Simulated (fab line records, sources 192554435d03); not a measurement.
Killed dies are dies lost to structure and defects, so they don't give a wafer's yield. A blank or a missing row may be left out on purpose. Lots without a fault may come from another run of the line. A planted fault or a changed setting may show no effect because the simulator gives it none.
Which tool did it? | flow n5_finfet | 11 lots, 33 wafers sampled, at 4 steps of a route of 1938

WHAT THE GAUGES READ, wafer by wafer
The record holds no reading of a measuring or inspecting step that can be judged against a usual standard deviation.

WHICH TOOL RAN EACH LOT (tool, then ch and the chambers of the sampled wafers, then the start)
lot  | N5_BEOL_M12_SPUTTER_45       | N5_BEOL_M13_ETCH_59                | N5_BEOL_M13_STRIP_64                 | N5_BEOL_M13_COAT_22
L858 | pvd_sputter-03, day 12 02:51 | rie_diel-06 ch 1,3, day 12 04:35   | plasma_asher-02 ch 0,1, day 12 04:56 | litho_track-01 ch 0, day 12 05:08
L860 | pvd_sputter-01, day 12 21:19 | rie_diel-06 ch 0,1,3, day 12 23:25 | plasma_asher-01 ch 0,1, day 12 23:47 | litho_track-01 ch 0, day 12 23:59
L859 | pvd_sputter-01, day 12 22:20 | rie_diel-06 ch 0,3, day 13 00:02   | plasma_asher-02 ch 0,1, day 13 00:24 | litho_track-01 ch 0, day 13 00:35
L862 | pvd_sputter-01, day 13 01:43 | rie_diel-04 ch 1,3, day 13 03:38   | plasma_asher-02 ch 0,1, day 13 03:59 | litho_track-01 ch 0, day 13 04:13
L855 | pvd_sputter-03, day 13 08:59 | rie_diel-06 ch 1,2,3, day 13 11:32 | plasma_asher-02 ch 0,1, day 13 11:53 | litho_track-03 ch 0, day 13 12:07
L865 | pvd_sputter-01, day 13 19:08 | rie_diel-02 ch 1,3, day 13 21:14   | plasma_asher-02 ch 0,1, day 13 21:35 | litho_track-01 ch 0, day 13 21:47
L866 | pvd_sputter-02, day 13 20:04 | rie_diel-02 ch 0,2, day 13 23:41   | plasma_asher-02 ch 0,1, day 14 00:02 | litho_track-03 ch 0, day 14 00:13
L870 | pvd_sputter-01, day 15 17:05 | rie_diel-02 ch 0,2,3, day 15 19:04 | plasma_asher-02 ch 0,1, day 15 19:29 | litho_track-01 ch 0, day 15 19:40
L876 | pvd_sputter-01, day 17 08:29 | rie_diel-06 ch 0,1,2, day 17 10:22 | plasma_asher-02 ch 0,1, day 17 10:42 | litho_track-03 ch 0, day 17 10:53
L877 | pvd_sputter-02, day 17 12:59 | rie_diel-02 ch 0,1,2, day 17 14:40 | plasma_asher-01 ch 0,1, day 17 15:01 | litho_track-03 ch 0, day 17 15:12
L878 | pvd_sputter-03, day 17 13:27 | rie_diel-04 ch 1,2,3, day 17 15:12 | plasma_asher-02 ch 0,1, day 17 15:32 | litho_track-02 ch 0, day 17 15:44
- N5_BEOL_M12_SPUTTER_45: material Cu, target thk 80 nm, time 13.33 s.
- N5_BEOL_M13_ETCH_59: etches BARC in N2/H2, target depth 89 nm, overetch 26.7 nm, time 67.9 s.
- N5_BEOL_M13_STRIP_64: strips in N2/H2.
- N5_BEOL_M13_COAT_22: resist thk 300 nm.

WHAT THE TOOLS THEMSELVES READ (means of the sampled wafers that have a number; where no wafer has one, the mark that the record gives instead)
N5_BEOL_M12_SPUTTER_45. Usual: bias_v 60.0 V, standard deviation 0.55; chuck_sensor_temp_C -15.8 C, standard deviation 0.49; throttle_valve_pct 30.0 %, standard deviation 1.
lot  | tool           | bias_v (V) | chuck_sensor_temp_C (C) | throttle_valve_pct (%) | flag
L858 | pvd_sputter-03 | 59.7       | -16.2                   | 29.5                   |
L860 | pvd_sputter-01 | 59.8       | -16.4                   | 30.9                   |
L859 | pvd_sputter-01 | 59.5       | -15.4                   | 30.2                   |
L862 | pvd_sputter-01 | 60.5       | -15.9                   | 31.1                   |
L855 | pvd_sputter-03 | 60.1       | -16.3                   | 29.7                   |
L865 | pvd_sputter-01 | 60.2       | -15.8                   | 30.6                   |
L866 | pvd_sputter-02 | 60.6       | -15.3                   | 29.3                   |
L870 | pvd_sputter-01 | 60.1       | -15.9                   | 30.7                   |
L876 | pvd_sputter-01 | 59.8       | -15.5                   | 30.2                   |
L877 | pvd_sputter-02 | 59.7       | -15.6                   | 29.1                   |
L878 | pvd_sputter-03 | 60.4       | -16.2                   | 29.5                   |

N5_BEOL_M13_ETCH_59. Usual: drypump_motor_current_A 5.8 A, standard deviation 0.34; oes_product_au 0.70 a.u., standard deviation 0.065; rf_fwd_power_W 832 W, standard deviation 3.4; rf_vpp_V 525.3 V, standard deviation 2.2; showerhead_plenum_p_Torr 2.59 Torr, standard deviation 0.076; throttle_valve_pct 17.89 %, standard deviation 0.26.
lot  | tool        | drypump_motor_current_A (A) | oes_product_au (a.u.) | rf_fwd_power_W (W) | rf_vpp_V (V) | showerhead_plenum_p_Torr (Torr) | throttle_valve_pct (%) | flag
L858 | rie_diel-06 | 5.9                         | 0.77                  | 831                | 525.9        | 2.62                            | 17.95                  |
L860 | rie_diel-06 | 5.9                         | 0.73                  | 835                | 525.7        | 2.58                            | 17.85                  |
L859 | rie_diel-06 | 5.9                         | 0.70                  | 834                | 523.3        | 2.50                            | 18.06                  |
L862 | rie_diel-04 | 5.7                         | 0.77                  | 831                | 523.3        | 2.53                            | 17.73                  |
L855 | rie_diel-06 | 5.9                         | 0.70                  | 834                | 525.6        | 2.60                            | 17.94                  |
L865 | rie_diel-02 | 5.9                         | 0.68                  | 829                | 524.2        | 2.56                            | 17.99                  |
L866 | rie_diel-02 | 5.7                         | 0.76                  | 830                | 525.6        | 2.62                            | 17.83                  |
L870 | rie_diel-02 | 5.9                         | 0.73                  | 833                | 526.8        | 2.61                            | 17.82                  |
L876 | rie_diel-06 | 5.9                         | 0.68                  | 830                | 526.9        | 2.62                            | 17.69                  |
L877 | rie_diel-02 | 5.9                         | 0.69                  | 831                | 525.9        | 2.59                            | 18.00                  |
L878 | rie_diel-04 | 5.5                         | 0.68                  | 831                | 524.2        | 2.57                            | 17.88                  |

N5_BEOL_M13_STRIP_64. Usual: drypump_motor_current_A 5.8 A, standard deviation 0.47; heater_power_w 370 W, standard deviation 42; oes_product_au 0.714 a.u., standard deviation 0.0043; strip_time_to_endpoint_s 31.33 s, standard deviation 0.074.
lot  | tool            | drypump_motor_current_A (A) | heater_power_w (W) | oes_product_au (a.u.) | strip_time_to_endpoint_s (s) | flag
L858 | plasma_asher-02 | 5.6                         | 398                | 0.716                 | 31.22                        |
L860 | plasma_asher-01 | 5.9                         | 325                | 0.711                 | 31.22                        |
L859 | plasma_asher-02 | 5.6                         | 398                | 0.715                 | 31.25                        |
L862 | plasma_asher-02 | 5.9                         | 400                | 0.716                 | 31.30                        |
L855 | plasma_asher-02 | 5.6                         | 395                | 0.717                 | 31.40                        |
L865 | plasma_asher-02 | 5.9                         | 398                | 0.715                 | 31.30                        |
L866 | plasma_asher-02 | 5.6                         | 399                | 0.716                 | 31.31                        |
L870 | plasma_asher-02 | 5.9                         | 393                | 0.711                 | 31.35                        |
L876 | plasma_asher-02 | 5.6                         | 400                | 0.716                 | 31.35                        |
L877 | plasma_asher-01 | 5.9                         | 321                | 0.716                 | 31.38                        |
L878 | plasma_asher-02 | 5.9                         | 401                | 0.716                 | 31.37                        |

N5_BEOL_M13_COAT_22. Usual: spin_speed_rpm 2888.0 rpm, standard deviation 2.1.
lot  | tool           | spin_speed_rpm (rpm) | flag
L858 | litho_track-01 | 2883.8               |
L860 | litho_track-01 | 2887.6               |
L859 | litho_track-01 | 2887.1               |
L862 | litho_track-01 | 2888.3               |
L855 | litho_track-03 | 2890.1               |
L865 | litho_track-01 | 2887.3               |
L866 | litho_track-03 | 2887.5               |
L870 | litho_track-01 | 2888.2               |
L876 | litho_track-03 | 2700.3               | OFF
L877 | litho_track-03 | 2703.2               | OFF
L878 | litho_track-02 | 2888.9               |

THE ANSWER, worked out from the rows above alone
Rule: a lot is off if the mean of its wafers that have a number lies more than 3 standard deviations from the usual mean. A lot without any number at a reading at which 4 lots or more have one is off too. The other lots that the step has rows for count as sound. The gauges are gone through in route order, then the tools' own readings, and for those a lot's mean is taken as printed above. The first step at which some lot is off is used, and at that step the reading that is off furthest; a lot without a number counts as furthest.
Off: L876, L877, at N5_BEOL_M13_COAT_22 (spin_speed_rpm).
A tool fits if, at that step or a process step before it, it ran every lot that is off, and no sound lot after the first of them. One fits: litho_track-03 at N5_BEOL_M13_COAT_22. Its last sound lot is L866 (day 14 00:13), its first lot that is off L876 (day 17 10:53): a fault that began between those two fits.
The tool's own readings at N5_BEOL_M13_COAT_22 bear it out: on the lots that are off they differ by more than 5 times the standard deviation of the sound lots' means. spin_speed_rpm reads 2701.8 rpm there against 2887.6 rpm on the sound lots.

WHAT THE SIMULATOR HAD PUT IN
Process parameter drift: litho_track-03, from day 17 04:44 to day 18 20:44, at N5_BEOL_M13_COAT_22. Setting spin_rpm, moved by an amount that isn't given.
Lots struck among those shown: L876, L877. The rule above found the same.
